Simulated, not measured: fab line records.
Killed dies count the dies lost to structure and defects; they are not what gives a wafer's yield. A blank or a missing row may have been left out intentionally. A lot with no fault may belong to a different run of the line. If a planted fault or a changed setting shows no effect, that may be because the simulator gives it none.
Matching of chambers | flow nandHarc | NHARC_P_BONDPAD_ACTIVATE_29 on rieDiel-11 has 4 sister chambers
The step chemistry N2, time 60 s. 18 wafers are shown with their chamber, then 9 later ones without.

== WAFERS, EACH WITH ITS CHAMBER ==
wafer  | chamber | drypumpMotorCurrentA (A) | oesProductAu (a.u.) | rfVppV (V)
L943.3 | 3       | 5.6                      | 0.994               | 62.6
L943.4 | 1       | 5.6                      | 1.005               | 65.4
L943.5 | 1       | 5.6                      | 1.003               | 63.7
L942.1 | 3       | 5.6                      | 0.990               | 66.8
L942.2 | 0       | 5.5                      | 1.002               | 63.8
L942.4 | 0       | 5.5                      | 0.995               | 64.4
L944.1 | 1       | 5.6                      | 1.004               | 64.9
L944.5 | 1       | 5.6                      | 1.015               | 64.8
L944.6 | 0       | 5.5                      | 1.003               | 65.0
L945.3 | 3       | 5.6                      | 1.002               | 63.5
L945.4 | 1       | 5.6                      | 1.014               | 64.4
L945.5 | 1       | 5.6                      | 1.007               | 65.2
L949.1 | 3       | 5.7                      | 1.010               | 64.1
L949.3 | 0       | 5.5                      | 1.004               | 64.8
L949.6 | 2       | 4.7                      | 1.006               | 64.8
L950.3 | 3       | 5.6                      | 1.014               | 64.3
L950.4 | 2       | 4.7                      | 1.000               | 64.2
L950.5 | 0       | 5.5                      | 1.002               | 65.4

SIGNATURES (means of the wafers above)
reading              | chamber 0 | chamber 1 | chamber 2 | chamber 3 | scatter within a chamber
drypumpMotorCurrentA | 5.500     | 5.600     | 4.700     | 5.620     | 0.0239
oesProductAu         | 1.00120   | 1.00800   | 1.00300   | 1.00200   | 0.00666
rfVppV               | 64.680    | 64.733    | 64.500    | 64.260    | 0.977
Rule: distance of a wafer from a chamber = root of the sum over the readings of ((wafer's reading minus chamber's mean) / reading's scatter) squared. The wafer belongs to the nearest chamber; if the next one is less than 2 further off, it can't be placed. How the scatter is found: for the shown wafers, subtract from each reading the mean of its chamber, square and add these, divide the total by (wafers less chambers), then take the root.

== WAFERS WHOSE CHAMBER IS MISSING ==
wafer  | drypumpMotorCurrentA (A) | oesProductAu (a.u.) | rfVppV (V)
L953.1 | 5.6                      | 1.006               | 65.4
L953.4 | 5.6                      | 1.014               | 64.0
L955.1 | 5.6                      | 1.006               | 65.2
L955.2 | 4.7                      | 1.002               | 65.6
L956.1 | 5.6                      | 1.009               | 62.9
L956.2 | 5.6                      | 1.004               | 63.9
L962.1 | 5.7                      | 0.993               | 64.9
L962.2 | 4.6                      | 1.009               | 64.5
L962.4 | 5.6                      | 1.010               | 65.6

== WHICH CHAMBER EACH WENT THROUGH ==
wafer  | from the rows above     | in truth
L953.1 | can't be placed: 1 or 3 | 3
L953.4 | can't be placed: 1 or 3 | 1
L955.1 | can't be placed: 1 or 3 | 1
L955.2 | 2                       | 2
L956.1 | can't be placed: 1 or 3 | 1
L956.2 | can't be placed: 3 or 1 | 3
L962.1 | can't be placed: 3 or 1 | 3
L962.2 | 2                       | 2
L962.4 | can't be placed: 1 or 3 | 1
Correctly placed: 2 of 9. Can't be placed from these rows: 7 (the true chamber is among the candidates in 7). Wrongly placed: 0.
